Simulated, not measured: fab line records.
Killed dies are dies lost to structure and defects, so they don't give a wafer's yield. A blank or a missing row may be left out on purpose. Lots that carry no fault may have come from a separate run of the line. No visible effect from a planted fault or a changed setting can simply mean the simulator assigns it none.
Chamber matching    flow nand_harc    ald_hk-02 running NHARC_A_WL_FILL_ALD_10: 4 sister chambers
The step deposits SiO2, target thk 50 nm, pulse time 10 s, ald cycles 500. 14 wafers are shown with their chamber, then 7 later ones without.

WAFERS PAIRED WITH THEIR CHAMBERS
wafer   chamber  heater_power_w (W)  susceptor_temp_C (C)  precursor_pulse_height_rel
L078.4  3        445                 299.96                1.014
L078.1  1        496                 300.40                0.969
L078.5  0        514                 300.09                1.017
L083.3  3        448                 300.19                1.016
L083.4  0        509                 299.76                1.031
L083.5  3        429                 300.16                0.974
L086.1  2        558                 300.10                1.022
L086.4  1        500                 300.15                1.020
L086.5  2        543                 299.96                1.028
L087.2  0        511                 299.85                1.035
L087.4  1        497                 300.13                1.001
L087.5  0        504                 300.06                0.995
L092.1  2        558                 299.65                0.990
L092.2  0        507                 299.68                1.027

SIGNATURES (means of the wafers above)
reading                     chamber 0  chamber 1  chamber 2  chamber 3  scatter within a chamber
heater_power_w              509.00     497.67     553.00     440.67     6.52
susceptor_temp_C            299.8880   300.2267   299.9033   300.1033   0.177
precursor_pulse_height_rel  1.02100    0.99667    1.01333    1.00133    0.0208
Rule: a wafer's distance from a chamber is the root of the sum, over the readings, of the square of ((its reading less the chamber's mean) divided by the reading's scatter). The wafer belongs to the nearest chamber; if the next one is less than 2 further off, it can't be placed. The scatter is the square root of a quotient: the sum, over the shown wafers, of each reading's squared deviation from its chamber's mean, divided by wafers minus chambers.

WAFERS WHOSE CHAMBER IS MISSING
wafer   heater_power_w (W)  susceptor_temp_C (C)  precursor_pulse_height_rel
L092.4  506                 299.96                0.998
L091.1  502                 300.35                0.992
L091.3  499                 300.16                1.020
L091.4  432                 299.57                1.006
L096.4  560                 299.87                1.007
L096.5  502                 299.98                1.008
L096.6  438                 299.92                1.034

WHICH CHAMBER EACH WENT THROUGH
wafer    from the rows above       in truth
L092.4   can't be placed: 0 or 1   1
L091.1   1                         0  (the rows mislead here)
L091.3   can't be placed: 1 or 0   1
L091.4   3                         3
L096.4   2                         2
L096.5   can't be placed: 0 or 1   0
L096.6   3                         3
3 of 7 placed correctly. Can't be placed from these rows: 3 (the true chamber is among the candidates in 3). Number placed wrongly: 1.
